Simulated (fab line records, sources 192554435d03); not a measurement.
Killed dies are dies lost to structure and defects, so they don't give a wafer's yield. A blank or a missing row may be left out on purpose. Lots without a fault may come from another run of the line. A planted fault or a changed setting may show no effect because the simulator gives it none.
Chamber matching | flow n5_finfet | N5_MOL_CONTACT_COAG_CMP_28 on cmp-03: 4 sister chambers
The step polishes, stops on SiNx, t overpolish 0.85 s, target thk 14.522 nm. 8 wafers are shown with their chamber, then 8 later ones without.

WAFERS WITH THEIR CHAMBER
wafer  | chamber | motor_current_A (A) | time_to_endpoint_s (s)
L081.5 | 1       | 13.8                | 7.2
L092.1 | 3       | 11.4                | 2.6
L092.2 | 1       | 13.8                | 4.2
L092.3 | 2       | 14.2                | 0.1
L092.4 | 0       | 12.9                | 1.6
L092.5 | 3       | 11.5                | 2.6
L092.6 | 2       | 13.6                | 2.8
L094.2 | 0       | 13.4                | 4.2

WAFERS WITHOUT THEIR CHAMBER
wafer  | motor_current_A (A) | time_to_endpoint_s (s)
L094.3 | 13.6                | 4.8
L094.4 | 13.9                | 4.1
L095.1 | 10.8                | 4.8
L095.2 | 13.8                | 6.6
L095.6 | 14.3                | 6.9
L097.4 | 11.4                | 4.0
L097.5 | 11.7                | 3.8
L097.6 | 13.8                | 8.2

WHICH CHAMBER EACH WENT THROUGH
wafer  | from the rows above          | in truth
L094.3 | can't be placed: 1 or 0 or 2 | 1
L094.4 | can't be placed: 1 or 2 or 0 | 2
L095.1 | 3                            | 3
L095.2 | 1                            | 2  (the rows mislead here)
L095.6 | can't be placed: 1 or 2      | 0
L097.4 | 3                            | 3
L097.5 | 3                            | 3
L097.6 | 1                            | 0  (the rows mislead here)
Placed correctly: 3 of 8. Can't be placed from these rows: 3 (the true chamber is among the candidates in 2). Placed wrongly: 2.
How it was worked out, from the rows above alone: a wafer's distance from a chamber is the root of the sum, over the readings, of the square of ((its reading less the chamber's mean) divided by the reading's scatter). The wafer belongs to the nearest chamber; if the next one is less than 2 further off, it can't be placed. A chamber's mean is the mean of its shown wafers. The scatter: the root of (the sum of the squares of (reading less its chamber's mean) over the shown wafers, divided by (wafers less chambers)).
